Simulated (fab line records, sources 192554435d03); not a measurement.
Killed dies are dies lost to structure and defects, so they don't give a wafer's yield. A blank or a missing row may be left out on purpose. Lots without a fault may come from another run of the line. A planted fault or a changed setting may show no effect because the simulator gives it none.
fab line records | flow n5_finfet
record lots=9 wafers=27 last_day=17
route steps=1938 shown BEOL_M2@844 BEOL_M4@1111
lots that met no fault: from a run of the same line without faults
start_h: hours from the record's first day to the start of the lot's first wafer shown | wait_h: hours since the lot's step before | " the same as in the row above | L1.1+2: a row that stands for several wafers | - no value, or no start given | * or withheld: withheld | < > ~ a bound
route shown NAME@n: a module of which the file shows steps, and the number in the route of the first | usual: mean/standard deviation of fault-free wafers | same: alike in all rows | chamber/n: place in a boat | sites: the reading at each site | _std_site: their standard deviation | _edge_site: outer sites' mean less inner sites' | radius_mm: how far each site lies from the wafer's centre | mask NAME#n: copy n | behind: the tool/chamber that last shaped the wafer | hold: why the lot was held/for how many hours/how that ended | device: the transistor (n, p or np) that didn't switch | end of line: the same wafers' tests at the end of the route | a step without rows: its recipe alone | killed: dies lost to structure and defects at the first sort, not the wafer's yield | map: a wafer's dies, x killed, . not, _ none there
set.NAME: the setting as run; set.NAME@STEP: as run at that earlier step | model.NAME: the simulator's own value behind a step, which no gauge read
steps of the route over a sample of lots; a table a step, a row a wafer
services: from which hour (start_h, from the record's first day; less than 0 if before it) a tool's chamber was out of use, for how many hours, and why
## steps
# step N5_BEOL_M2_HM_DEP_02
# recipe material=TiN target_thk_a=200 temp_c=25 chamber_pressure_pa=0.49996
# usual susceptor_temp_C=25.00/0.11 throttle_valve_pct=30.1/1.2
# columns lot.wafer tool chamber start_h wait_h susceptor_temp_C throttle_valve_pct
L884.1 pvd_sputter-03 - 145.99 3.6 24.88 28.9
L884.3 " - " " 24.92 31.2
L884.5 " - " " 24.72 28.4
L885.1 pvd_sputter-02 - 159.01 3.8 25.18 31.1
L885.4 " - " " 25.08 30.9
L885.5 " - " " 24.91 30.7
L889.2 pvd_sputter-02 - 174.88 1.7 25.13 31.0
L889.3 " - " " 25.01 30.9
L889.6 " - " " 25.12 31.1
L892.2 pvd_sputter-02 - 188.19 1.5 25.12 30.9
L892.3 " - " " 24.91 30.8
L892.6 " - " " 25.11 30.8
L893.1 pvd_sputter-03 - 195.48 0.2 24.94 28.7
L893.5 " - " " 25.17 30.7
L893.6 " - " " 24.95 28.5
L897.2 pvd_sputter-02 - 215.79 0.1 25.06 30.6
L897.3 " - " " 24.93 31.1
L897.5 " - " " 24.83 30.8
L901.1 pvd_sputter-02 - 233.70 1.0 24.80 30.9
L901.2 " - " " 25.04 30.7
L901.4 " - " " 25.09 31.2
L900.1 pvd_sputter-01 - 235.16 0.4 24.83 31.6
L900.3 " - " " 24.98 27.7
L900.6 " - " " 25.03 31.6
L906.1 pvd_sputter-03 - 271.50 0.9 24.92 28.5
L906.2 " - " " 25.12 29.0
L906.6 " - " " 25.11 28.5
# step N5_BEOL_M2_CD_MEAS_11
# recipe target_cd_nm=16.79 landing_energy_ev=500 detector=se_inlens polarity=opening
# usual cd_nm=16.83/0.26
# columns lot.wafer tool chamber start_h wait_h cd_nm
L884.1 cd_sem-01 0 146.51 - 16.80
L884.3 " 0 " " 17.13
L884.5 " 0 " " 16.84
L885.1 cd_sem-03 0 159.53 - 16.83
L885.4 " 0 " " 16.95
L885.5 " 0 " " 16.62
L889.2 cd_sem-01 0 175.40 - 16.94
L889.3 " 0 " " 16.84
L889.6 " 0 " " 17.22
L892.2 cd_sem-02 0 188.58 - 17.01
L892.3 " 0 " " 16.77
L892.6 " 0 " " 17.16
L893.1 cd_sem-01 0 195.87 - 16.45
L893.5 " 0 " " 16.34
L893.6 " 0 " " 16.15
L897.2 cd_sem-01 0 216.18 - 16.76
L897.3 " 0 " " 16.67
L897.5 " 0 " " 16.34
L901.1 cd_sem-02 0 234.23 - 16.46
L901.2 " 0 " " 17.05
L901.4 " 0 " " 16.88
L900.1 cd_sem-02 0 235.56 - 17.01
L900.3 " 0 " " 17.20
L900.6 " 0 " " 17.15
L906.1 cd_sem-02 0 272.03 - 17.24
L906.2 " 0 " " 16.50
L906.6 " 0 " " 16.98
# step N5_BEOL_M2_ETCH_63
# recipe chemistry=CF4 target=SiARC target_depth_a=156 mask_material=CAR-EUV time_s=26 ion_energy_ev=80 pressure_mtorr=40 source_w=545 bias_w=36 Ar_flow_sccm=100 cf4_flow_sccm=100 ends=cleared
# usual drypump_motor_current_A=5.6/0.52 etch_rf_on_time_s=26.1/0.45 mfc_ar_sccm=100.0/0.3 oes_product_au=0.66/0.066 rf_vpp_V=184.4/1.2 showerhead_plenum_p_Torr=2.17/0.059 throttle_valve_pct=15.69/0.23
# columns lot.wafer tool chamber start_h wait_h drypump_motor_current_A etch_rf_on_time_s mfc_ar_sccm oes_product_au rf_hours_counter_h rf_vpp_V showerhead_plenum_p_Torr throttle_valve_pct
L884.1 rie_diel-01 3 146.68 0.0 5.2 25.3 99.5 0.63 194 184.6 2.21 16.04
L884.3 " 0 " " 5.2 26.3 100.3 0.72 47 184.3 2.08 15.57
L884.5 " 3 " " 5.2 25.3 99.5 0.63 - 184.0 2.21 16.04
L885.1 rie_diel-05 3 159.71 0.0 5.7 26.0 99.9 0.74 42 184.6 2.26 15.25
L885.4 " 0 " " 6.6 26.3 100.2 0.58 232 185.1 2.12 15.59
L885.5 " 0 " " 6.6 26.4 100.5 0.58 - 183.7 2.12 15.61
L889.2 rie_diel-01 1 175.58 0.0 5.9 25.5 100.2 0.82 7 183.2 2.10 15.43
L889.3 " 0 " " 5.1 26.8 100.3 0.71 60 183.4 2.08 15.57
L889.6 " 3 " " 5.2 25.3 100.3 0.61 - 185.0 2.21 16.07
L892.2 rie_diel-01 0 188.76 0.0 5.1 26.8 99.9 0.70 64 183.3 2.08 15.58
L892.3 " 1 " " 5.9 25.6 100.0 0.80 12 183.9 2.10 15.43
L892.6 " 2 " " 6.1 25.9 100.0 0.63 - 185.1 2.21 15.77
L893.1 rie_diel-05 0 196.08 0.0 6.6 26.2 99.6 0.58 244 183.0 2.11 15.63
L893.5 " 0 " " 6.6 26.1 100.3 0.58 - 182.8 2.11 15.63
L893.6 " 3 " " 5.7 26.2 99.6 0.72 - 186.1 2.25 15.28
L897.2 rie_diel-01 3 216.38 0.0 5.2 25.6 100.4 0.61 218 184.3 2.20 16.12
L897.3 " 0 " " 5.1 27.0 99.3 0.69 74 182.4 2.07 15.63
L897.5 " 1 " " 5.9 25.6 100.4 0.79 - 182.3 2.10 15.44
L901.1 rie_diel-05 1 234.41 0.0 5.8 26.6 100.1 0.65 118 185.7 2.24 15.79
L901.2 " 2 " " 5.1 26.2 99.7 0.58 240 185.6 2.20 15.97
L901.4 " 2 " " 5.1 26.4 99.9 0.57 - 187.0 2.20 15.97
L900.1 rie_diel-06 2 235.74 0.0 6.7 27.0 99.6 0.58 245 185.7 2.19 15.89
L900.3 " 0 " " 4.9 25.9 100.5 0.71 64 183.0 2.09 15.63
L900.6 " 1 " " 5.2 26.3 100.1 0.62 - 185.1 2.14 15.57
L906.1 rie_diel-05 1 272.25 0.0 5.7 26.5 99.7 0.65 131 185.8 2.23 15.81
L906.2 " 0 " " 6.6 25.5 100.0 0.82 12 183.4 2.11 15.18
L906.6 " 3 " " 5.7 26.3 100.0 0.68 - 185.6 2.24 15.34
# step N5_BEOL_M2_COAT_76
# recipe resist=underlayer temp_c=205 time_s=60 spin_rpm=1500 resist_thk_nm=5
# usual heater_power_total_W=391.8/1.3 run_length_s=66.15/0.26
# columns lot.wafer tool chamber start_h wait_h heater_power_total_W run_length_s
L884.1 litho_track-03 0 147.33 - 392.0 66.41
L884.3 " 0 " " 393.2 66.31
L884.5 " 0 " " 392.2 66.23
L885.1 litho_track-04 0 160.13 - 392.8 65.73
L885.4 " 0 " " 391.4 65.76
L885.5 " 0 " " 389.6 65.84
L889.2 litho_track-03 0 176.05 - 391.9 66.30
L889.3 " 0 " " 393.4 66.44
L889.6 " 0 " " 391.1 66.55
L892.2 litho_track-03 0 189.21 - 393.7 66.43
L892.3 " 0 " " 421.9 59.52
L892.6 " 0 " " 423.0 59.49
L893.1 litho_track-03 0 196.59 - 391.2 66.34
L893.5 " 0 " " 391.1 66.16
L893.6 " 0 " " 422.5 59.42
L897.2 litho_track-04 0 216.93 - 391.3 65.90
L897.3 " 0 " " 390.3 65.73
L897.5 " 0 " " 389.6 65.82
L901.1 litho_track-04 0 234.83 - 392.9 65.84
L901.2 " 0 " " 393.1 65.79
L901.4 " 0 " " 390.6 65.88
L900.1 litho_track-04 0 236.58 - 391.6 65.73
L900.3 " 0 " " 389.9 65.77
L900.6 " 0 " " 392.6 65.80
L906.1 litho_track-05 0 272.68 - 391.5 66.30
L906.2 " 0 " " 391.3 66.27
L906.6 " 0 " " 393.2 66.24
# step N5_BEOL_M4_RC_MEAS_101
# usual DIBL_N=35.8/1.6 DIBL_P=36.0/2.1 IOFF_N=0.153/0.026 IOFF_P=0.21/0.037 ION_N=673/11 ION_P=462/7.6 SS_N=71.4/0.53 SS_P=73.2/0.67 VT_N=250/3.2 VT_P=-250/3.7
# columns lot.wafer tool chamber start_h wait_h DIBL_N[mV/V] DIBL_P[mV/V] IOFF_N[nA/um] IOFF_P[nA/um] ION_N[uA/um] ION_P[uA/um] SS_N[mV/dec] SS_P[mV/dec] VT_N[mV] VT_P[mV]
L884.1 prober-02 0 177.41 0.0 35.3 36.1 0.139 0.18 670 453 71.1 73.2 252 -255
L884.3 " 0 " " 37.4 37.9 0.165 0.20 675 460 71.7 73.4 250 -250
L884.5 " 0 " " 35.5 35.7 0.137 0.18 673 456 71.6 72.4 253 -252
L885.1 prober-01 0 191.95 0.0 36.7 38.9 0.176 0.28 693 472 71.4 74.1 250 -243
L885.4 " 0 " " 37.7 40.2 0.201 0.32 682 477 72.1 74.1 246 -240
L885.5 " 0 " " 35.7 37.7 0.146 0.26 673 470 71.0 73.2 252 -244
L889.2 prober-02 0 207.61 0.2 37.0 38.7 0.192 0.25 690 467 71.4 73.6 248 -247
L889.3 " 0 " " 35.2 35.6 0.153 0.20 680 464 71.2 73.2 250 -253
L889.6 " 0 " " 35.6 36.5 0.159 0.21 670 463 71.8 72.8 252 -250
L892.2 prober-01 0 224.95 0.2 35.2 35.2 0.136 0.18 671 462 71.4 73.4 250 -252
L892.3 " 0 " " 35.3 35.7 0.153 0.20 688 468 70.8 72.8 249 -249
L892.6 " 0 " " 36.4 37.6 0.168 0.22 688 469 71.9 72.6 246 -248
L893.1 prober-01 0 240.45 0.0 36.1 38.3 0.179 0.27 676 469 71.6 74.0 250 -243
L893.5 " 0 " " 35.8 37.3 0.177 0.27 675 474 71.6 74.0 247 -244
L893.6 " 0 " " 35.7 36.3 0.165 0.23 670 467 71.9 72.8 248 -248
L897.2 prober-02 0 249.67 0.2 38.2 38.4 0.195 0.25 687 470 71.4 74.1 247 -247
L897.3 " 0 " " 36.9 36.4 0.161 0.22 676 463 71.7 73.1 248 -247
L897.5 " 0 " " 35.5 36.7 0.151 0.23 679 468 71.4 73.3 249 -247
L901.1 prober-02 0 274.61 0.0 35.1 34.1 0.127 0.16 657 454 71.6 72.5 253 -257
L901.2 " 0 " " 35.8 34.5 0.131 0.16 661 452 71.3 72.6 254 -257
L901.4 " 0 " " 32.7 30.9 0.093 0.12 662 448 70.3 71.9 259 -255
L900.1 prober-01 0 275.89 0.0 35.1 36.0 0.145 0.19 665 459 70.7 73.7 251 -252
L900.3 " 0 " " 35.1 35.8 0.148 0.19 671 458 71.4 72.8 249 -250
L900.6 " 0 " " 37.1 38.2 0.178 0.22 678 460 72.4 74.1 249 -252
L906.1 prober-01 0 306.13 0.0 38.3 36.3 0.182 0.21 675 454 71.5 73.9 248 -251
L906.2 " 0 " " 34.6 32.5 0.124 0.17 668 456 71.3 72.6 254 -253
L906.6 " 0 " " 35.0 33.8 0.136 0.18 665 461 71.1 73.1 249 -253
## services
# columns tool chamber start_h hours kind
rie_diel-01 1 140.38 - clean
rie_diel-01 1 140.38 - consumable_replace:focus_ring
rie_diel-01 1 140.38 15.4 scheduled_down
rie_diel-01 1 140.38 15.4 vent_cycle
pvd_sputter-01 - 143.08 4.3 repair
rie_diel-01 1 194.65 3.8 repair
rie_diel-05 1 208.51 1.2 repair
rie_diel-05 0 212.49 - clean
rie_diel-05 0 212.49 - consumable_replace:focus_ring
rie_diel-05 0 212.49 26.6 scheduled_down
rie_diel-05 0 212.49 26.6 vent_cycle
litho_track-03 - 218.19 - consumable_replace:filter
rie_diel-06 - 229.49 2.8 pm
rie_diel-06 2 245.69 - clean
rie_diel-06 2 245.69 - consumable_replace:focus_ring
rie_diel-06 2 245.69 18.1 scheduled_down
rie_diel-06 2 245.69 18.1 vent_cycle
rie_diel-05 1 251.98 3.1 repair
rie_diel-05 2 263.06 - clean
rie_diel-05 2 263.06 - consumable_replace:focus_ring
rie_diel-05 2 263.06 23.8 scheduled_down
rie_diel-05 2 263.06 23.8 vent_cycle
## key
first_sign step=N5_BEOL_M2_COAT_76 reading=run_length_s direction=down sigmas=26 usual=* struck=*
effect step=N5_BEOL_M2_COAT_76 reading=heater_power_total_W direction=up sigmas=23 usual=* struck=*
met_at N5_BEOL_M2_COAT_76
struck_lots L892,L893
struck_wafers L892.3,L892.6,L893.6
not_acting_at N5_BEOL_M2_HM_DEP_02,N5_BEOL_M2_CD_MEAS_11,N5_BEOL_M2_ETCH_63
onset_between 176.05 189.21
fault kind=process_parameter_drift tool=litho_track-03 chamber=- onset_h=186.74 steps=N5_BEOL_M2_COAT_76 channel=time_s offset=* shape=step end_h=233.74 scope=struck_wafers_only acts_in=* stated=*
